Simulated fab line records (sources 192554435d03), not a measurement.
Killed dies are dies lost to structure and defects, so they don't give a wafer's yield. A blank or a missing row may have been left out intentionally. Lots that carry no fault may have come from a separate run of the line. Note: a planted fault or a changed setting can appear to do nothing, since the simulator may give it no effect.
Chamber matching + flow n5Finfet + 4 sister chambers for N5_BEOL_M6_ETCH_62 on rieDiel-06
The step etches SOC in N2/H2, target depth 110 nm, overetch 22 nm, time 165 s. 18 wafers are shown with their chamber, then 9 later ones without.

## WAFERS, EACH WITH ITS CHAMBER
| wafer  | chamber | drypumpMotorCurrentA (A) | showerheadPlenumPTorr (Torr) | throttleValvePct (%) |
|--------|---------|--------------------------|------------------------------|----------------------|
| L074.1 | 0       | 4.9                      | 2.50                         | 17.92                |
| L074.4 | 3       | 5.7                      | 2.47                         | 17.15                |
| L074.5 | 1       | 5.6                      | 2.58                         | 18.00                |
| L075.3 | 2       | 6.4                      | 2.70                         | 17.47                |
| L075.4 | 1       | 5.6                      | 2.58                         | 18.00                |
| L075.6 | 1       | 5.5                      | 2.58                         | 18.00                |
| L078.1 | 3       | 5.7                      | 2.47                         | 17.17                |
| L078.2 | 0       | 4.9                      | 2.50                         | 17.94                |
| L078.6 | 0       | 4.8                      | 2.50                         | 17.93                |
| L079.1 | 2       | 6.4                      | 2.69                         | 17.51                |
| L079.2 | 0       | 4.9                      | 2.49                         | 17.96                |
| L079.5 | 0       | 4.9                      | 2.49                         | 17.94                |
| L080.2 | 1       | 5.6                      | 2.58                         | 17.40                |
| L080.3 | 0       | 4.8                      | 2.49                         | 17.95                |
| L080.5 | 2       | 6.4                      | 2.69                         | 17.50                |
| L088.1 | 3       | 5.7                      | 2.46                         | 17.21                |
| L088.3 | 0       | 4.8                      | 2.49                         | 17.96                |
| L088.4 | 2       | 6.4                      | 2.68                         | 17.55                |

SIGNATURES (averages over the wafers above)
| reading               | chamber 0 | chamber 1 | chamber 2 | chamber 3 | scatter within a chamber |
|-----------------------|-----------|-----------|-----------|-----------|--------------------------|
| drypumpMotorCurrentA  | 4.857     | 5.575     | 6.400     | 5.700     | 0.042                    |
| showerheadPlenumPTorr | 2.4943    | 2.5800    | 2.6900    | 2.4667    | 0.00559                  |
| throttleValvePct      | 17.9429   | 17.8500   | 17.5075   | 17.1767   | 0.141                    |
Rule: for a wafer and a chamber, the distance is found by dividing, reading by reading, the gap between the wafer's reading and the chamber's mean by the reading's scatter, squaring, summing and taking the root. If the next closest chamber is less than 2 further off than the closest, the wafer can't be placed; otherwise it belongs to the closest. The scatter: the root of (the sum of the squares of (reading less its chamber's mean) over the shown wafers, divided by (wafers less chambers)).

## WAFERS WITH NO CHAMBER GIVEN
| wafer  | drypumpMotorCurrentA (A) | showerheadPlenumPTorr (Torr) | throttleValvePct (%) |
|--------|--------------------------|------------------------------|----------------------|
| L093.1 | 6.4                      | 2.68                         | 17.56                |
| L093.2 | 5.7                      | 2.45                         | 17.23                |
| L093.6 | 5.5                      | 2.56                         | 17.47                |
| L095.1 | 5.6                      | 2.56                         | 17.47                |
| L095.3 | 5.7                      | 2.45                         | 17.26                |
| L095.5 | 5.7                      | 2.45                         | 17.25                |
| L097.1 | 4.8                      | 2.48                         | 18.00                |
| L097.2 | 6.4                      | 2.67                         | 17.57                |
| L097.4 | 5.6                      | 2.56                         | 17.47                |

## WHICH CHAMBER EACH ONE RAN IN
| wafer  | from the rows above | in truth |
|--------|---------------------|----------|
| L093.1 | 2                   | 2        |
| L093.2 | 3                   | 3        |
| L093.6 | 1                   | 1        |
| L095.1 | 1                   | 1        |
| L095.3 | 3                   | 3        |
| L095.5 | 3                   | 3        |
| L097.1 | 0                   | 0        |
| L097.2 | 2                   | 2        |
| L097.4 | 1                   | 1        |
Correct placement for 9 of the 9. From these rows, 0 cannot be placed. Wrongly placed: 0.
